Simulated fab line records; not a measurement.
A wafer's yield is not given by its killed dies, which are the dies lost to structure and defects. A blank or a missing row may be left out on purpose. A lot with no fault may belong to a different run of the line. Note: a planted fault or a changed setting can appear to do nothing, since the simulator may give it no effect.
Check of tool commonality | flow n5 finfet | 27 wafers sampled across 9 lots

REASON IT WAS OPENED
Flagged at N5_BEOL_M12_CD_MEAS_17: reading cd nm, on 2 of 9 lots. Wafers without a fault read 140.2 nm, standard deviation 1.7.
Rule: a lot is flagged in two cases, either no wafer of it has a number, or all its wafers with numbers fall more than 4 standard deviations from that mean. All remaining lots are regarded as sound.

lot  | measured     | on        | cd nm (nm), wafer by wafer | flag
L680 | day 11 11:29 | cd sem-01 | 140.2 141.6 141.2          |
L679 | day 11 11:39 | cd sem-01 | 139.9 141.8 141.7          |
L682 | day 11 18:04 | cd sem-03 | 139.5 141.3 139.1          |
L684 | day 12 08:23 | cd sem-02 | 140.7 141.5 141.4          |
L691 | day 14 14:37 | cd sem-03 | 151.6 151.3 150.2          | FLAGGED
L697 | day 15 13:17 | cd sem-02 | 143.1 141.9 142.3          |
L695 | day 15 13:28 | cd sem-02 | 151.2 149.8 151.2          | FLAGGED
L698 | day 15 16:01 | cd sem-01 | 139.4 137.6 139.2          |
L699 | day 16 10:08 | cd sem-01 | 141.8 140.2 142.2          |
On average the flagged lots' numbers are 150.9 nm, which is +10.7 nm against the usual, or +6 standard deviations.

WHICH TOOL RAN EACH LOT
Before the reading, the record contains 4 process steps out of a 1938-step route. Each cell gives the tool, then ch followed by the chambers the sampled wafers passed through, then the start.
lot  | flag    | N5_BEOL_M11_SURFACE_TREAT_76 | N5_BEOL_M11_SPUTTER_48       | N5_BEOL_M12_ETCH_59                | N5_BEOL_M12_STRIP_63
L680 |         | pvd sputter-01, day 11 08:28 | pvd sputter-03, day 11 09:02 | rie diel-01 ch 1,3, day 11 11:02   | plasma asher-01 ch 0,1, day 11 11:17
L679 |         | pvd sputter-01, day 11 08:40 | pvd sputter-03, day 11 09:12 | rie diel-05 ch 1,2,3, day 11 11:11 | plasma asher-01 ch 0,1, day 11 11:26
L682 |         | pvd sputter-01, day 11 14:49 | pvd sputter-02, day 11 15:01 | rie diel-01 ch 2,3, day 11 17:36   | plasma asher-01 ch 0,1, day 11 17:53
L684 |         | pvd sputter-02, day 12 05:46 | pvd sputter-02, day 12 06:14 | rie diel-05 ch 0,1,3, day 12 07:55 | plasma asher-01 ch 0,1, day 12 08:10
L691 | FLAGGED | pvd sputter-01, day 14 11:19 | pvd sputter-01, day 14 11:29 | rie diel-01 ch 2,3, day 14 14:10   | plasma asher-02 ch 0,1, day 14 14:25
L697 |         | pvd sputter-02, day 15 09:49 | pvd sputter-01, day 15 10:05 | rie diel-06 ch 0,1,3, day 15 12:49 | plasma asher-02 ch 0,1, day 15 13:04
L695 | FLAGGED | pvd sputter-02, day 15 09:53 | pvd sputter-02, day 15 10:09 | rie diel-01 ch 0,2, day 15 12:51   | plasma asher-01 ch 0,1, day 15 13:13
L698 |         | pvd sputter-02, day 15 13:37 | pvd sputter-02, day 15 13:51 | rie diel-05 ch 1,3, day 15 15:34   | plasma asher-01 ch 0,1, day 15 15:50
L699 |         | pvd sputter-02, day 16 07:17 | pvd sputter-01, day 16 07:34 | rie diel-05 ch 0,1,2, day 16 09:41 | plasma asher-01 ch 0, day 16 09:56
These steps, and what they do:
- N5_BEOL_M11_SURFACE_TREAT_76
- N5_BEOL_M11_SPUTTER_48: material Cu, target thk 12 nm, time 2 s.
- N5_BEOL_M12_ETCH_59: etches BARC in N2/H2, target depth 89 nm, overetch 26.7 nm, time 67.9 s.
- N5_BEOL_M12_STRIP_63: strips in N2/H2.
- N5_BEOL_M12_CD_MEAS_17: target cd 140 nm.

FLAGGED AGAINST TOTAL, ONE TOOL AT A TIME (gauges that did the reading follow at the end)
step                         | tool            | lots run | flagged | share of the flagged lots | sound lots run after its first flagged lot
N5_BEOL_M11_SURFACE_TREAT_76 | pvd sputter-01  | 4        | 1       | some                      | 0
N5_BEOL_M11_SURFACE_TREAT_76 | pvd sputter-02  | 5        | 1       | some                      | 2 (L698,L699)
N5_BEOL_M11_SPUTTER_48       | pvd sputter-01  | 3        | 1       | some                      | 2 (L697,L699)
N5_BEOL_M11_SPUTTER_48       | pvd sputter-02  | 4        | 1       | some                      | 1 (L698)
N5_BEOL_M11_SPUTTER_48       | pvd sputter-03  | 2        | 0       | none                      | -
N5_BEOL_M12_ETCH_59          | rie diel-01     | 4        | 2       | all                       | 0
N5_BEOL_M12_ETCH_59          | rie diel-05     | 4        | 0       | none                      | -
N5_BEOL_M12_ETCH_59          | rie diel-06     | 1        | 0       | none                      | -
N5_BEOL_M12_STRIP_63         | plasma asher-01 | 7        | 1       | some                      | 2 (L698,L699)
N5_BEOL_M12_STRIP_63         | plasma asher-02 | 2        | 1       | some                      | 1 (L697)
N5_BEOL_M12_CD_MEAS_17       | cd sem-01       | 4        | 0       | none                      | -
N5_BEOL_M12_CD_MEAS_17       | cd sem-02       | 3        | 1       | some                      | 0
N5_BEOL_M12_CD_MEAS_17       | cd sem-03       | 2        | 1       | some                      | 0

WHAT THE TABLE ALLOWS
Rows of the table that ran each flagged lot: 1, that is rie diel-01 at N5_BEOL_M12_ETCH_59.
- rie diel-01 at N5_BEOL_M12_ETCH_59 ran 4 lots, 2 of them flagged. Last sound lot L682 at day 11 17:36, first flagged lot L691 at day 14 14:10; a fault beginning in between fits.
Left over: one tool, rie diel-01 at N5_BEOL_M12_ETCH_59.

WHAT THE SIMULATOR HAD INSERTED
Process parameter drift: rie diel-01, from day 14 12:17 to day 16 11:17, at N5_BEOL_M12_ETCH_59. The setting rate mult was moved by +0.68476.
Shown lots that were struck: L691, L695. The same result came from the rule above.
